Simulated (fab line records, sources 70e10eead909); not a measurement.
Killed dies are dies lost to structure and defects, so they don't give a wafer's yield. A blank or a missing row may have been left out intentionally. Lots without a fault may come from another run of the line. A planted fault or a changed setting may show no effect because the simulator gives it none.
Tool commonality check / flow nand_harc / 11 lots and 33 wafers in the sample

== WHY IT WAS OPENED ==
At NHARC_P_STI_CD_MEAS_09 the reading cd_nm is flagged on 1 of 11 lots. Fault-free wafers read 200.5 nm, with a standard deviation of 2.5.
Rule: flag the lot when none of its wafers has a number, or when each of its wafers that has one lies beyond 4 standard deviations from that mean. All remaining lots are regarded as sound.

lot=L567; measured=day 2 07:48; on=cd_sem-02; cd_nm (nm), wafer by wafer=199.6 204.0 200.8; flag=
lot=L569; measured=day 2 23:35; on=cd_sem-03; cd_nm (nm), wafer by wafer=199.5 204.5 201.3; flag=
lot=L571; measured=day 3 11:32; on=cd_sem-03; cd_nm (nm), wafer by wafer=197.8 198.9 201.9; flag=
lot=L574; measured=day 4 09:22; on=cd_sem-02; cd_nm (nm), wafer by wafer=219.1 215.0 217.4; flag=FLAGGED
lot=L575; measured=day 4 09:32; on=cd_sem-02; cd_nm (nm), wafer by wafer=198.0 200.8 203.0; flag=
lot=L581; measured=day 5 23:09; on=cd_sem-01; cd_nm (nm), wafer by wafer=204.2 200.8 205.9; flag=
lot=L585; measured=day 6 20:25; on=cd_sem-01; cd_nm (nm), wafer by wafer=198.1 202.4 198.1; flag=
lot=L586; measured=day 7 04:58; on=cd_sem-02; cd_nm (nm), wafer by wafer=202.5 199.6 201.9; flag=
lot=L587; measured=day 7 10:50; on=cd_sem-03; cd_nm (nm), wafer by wafer=198.1 201.3 203.5; flag=
lot=L589; measured=day 8 02:17; on=cd_sem-02; cd_nm (nm), wafer by wafer=200.8 196.4 199.5; flag=
lot=L590; measured=day 8 02:26; on=cd_sem-03; cd_nm (nm), wafer by wafer=202.4 200.1 197.9; flag=
Average over the flagged lots: 217.2 nm; offset from the usual +16.7 nm, equal to +7 standard deviations.

== TOOL THAT RAN EACH LOT ==
The record holds 1 process step before the reading, out of a route of 1159 steps. Read each cell as the tool, then ch plus the chambers that the sampled wafers visited, then the start.
lot=L567; flag=; NHARC_P_STI_EXPOSE_06=krf_scanner-04 ch 0, day 2 07:39
lot=L569; flag=; NHARC_P_STI_EXPOSE_06=krf_scanner-04 ch 0, day 2 23:26
lot=L571; flag=; NHARC_P_STI_EXPOSE_06=krf_scanner-01 ch 0, day 3 11:23
lot=L574; flag=FLAGGED; NHARC_P_STI_EXPOSE_06=krf_scanner-01 ch 0, day 4 09:13
lot=L575; flag=; NHARC_P_STI_EXPOSE_06=krf_scanner-02 ch 0, day 4 09:23
lot=L581; flag=; NHARC_P_STI_EXPOSE_06=krf_scanner-01 ch 0, day 5 23:00
lot=L585; flag=; NHARC_P_STI_EXPOSE_06=krf_scanner-04 ch 0, day 6 20:17
lot=L586; flag=; NHARC_P_STI_EXPOSE_06=krf_scanner-01 ch 0, day 7 04:49
lot=L587; flag=; NHARC_P_STI_EXPOSE_06=krf_scanner-01 ch 0, day 7 10:41
lot=L589; flag=; NHARC_P_STI_EXPOSE_06=krf_scanner-01 ch 0, day 8 02:08
lot=L590; flag=; NHARC_P_STI_EXPOSE_06=krf_scanner-04 ch 0, day 8 02:17
What these steps do:
- NHARC_P_STI_EXPOSE_06: exposes mask P STI, target cd 200 nm.
- NHARC_P_STI_CD_MEAS_09: target cd 200 nm.

== FLAGGED AGAINST TOTAL, ONE TOOL AT A TIME (gauges that did the reading follow at the end) ==
step=NHARC_P_STI_EXPOSE_06; tool=krf_scanner-01; lots run=6; flagged=1; share of the flagged lots=all; sound lots run after its first flagged lot=4 (L581,L586,L587,L589)
step=NHARC_P_STI_EXPOSE_06; tool=krf_scanner-02; lots run=1; flagged=0; share of the flagged lots=none; sound lots run after its first flagged lot=-
step=NHARC_P_STI_EXPOSE_06; tool=krf_scanner-04; lots run=4; flagged=0; share of the flagged lots=none; sound lots run after its first flagged lot=-
step=NHARC_P_STI_CD_MEAS_09; tool=cd_sem-01; lots run=2; flagged=0; share of the flagged lots=none; sound lots run after its first flagged lot=-
step=NHARC_P_STI_CD_MEAS_09; tool=cd_sem-02; lots run=5; flagged=1; share of the flagged lots=all; sound lots run after its first flagged lot=3 (L575,L586,L589)
step=NHARC_P_STI_CD_MEAS_09; tool=cd_sem-03; lots run=4; flagged=0; share of the flagged lots=none; sound lots run after its first flagged lot=-

== WHAT THE TABLE ALLOWS ==
Rows of the table that ran all the flagged lots, 2 in number: krf_scanner-01 at NHARC_P_STI_EXPOSE_06; cd_sem-02 at NHARC_P_STI_CD_MEAS_09.
- krf_scanner-01 at NHARC_P_STI_EXPOSE_06: 1 of its 6 lots flagged. Lots that were sound ran on it after the first flagged one (L581, L586, L587, L589); a persistent fault on the entire tool would not allow that.
- cd_sem-02 at NHARC_P_STI_CD_MEAS_09: 1 of its 5 lots flagged. Lots that were sound ran on it after the first flagged one (L575, L586, L589); a persistent fault on the entire tool would not allow that.
No row of the table ran every flagged lot and no sound lot after the first.

== WHAT THE SIMULATOR PUT IN ==
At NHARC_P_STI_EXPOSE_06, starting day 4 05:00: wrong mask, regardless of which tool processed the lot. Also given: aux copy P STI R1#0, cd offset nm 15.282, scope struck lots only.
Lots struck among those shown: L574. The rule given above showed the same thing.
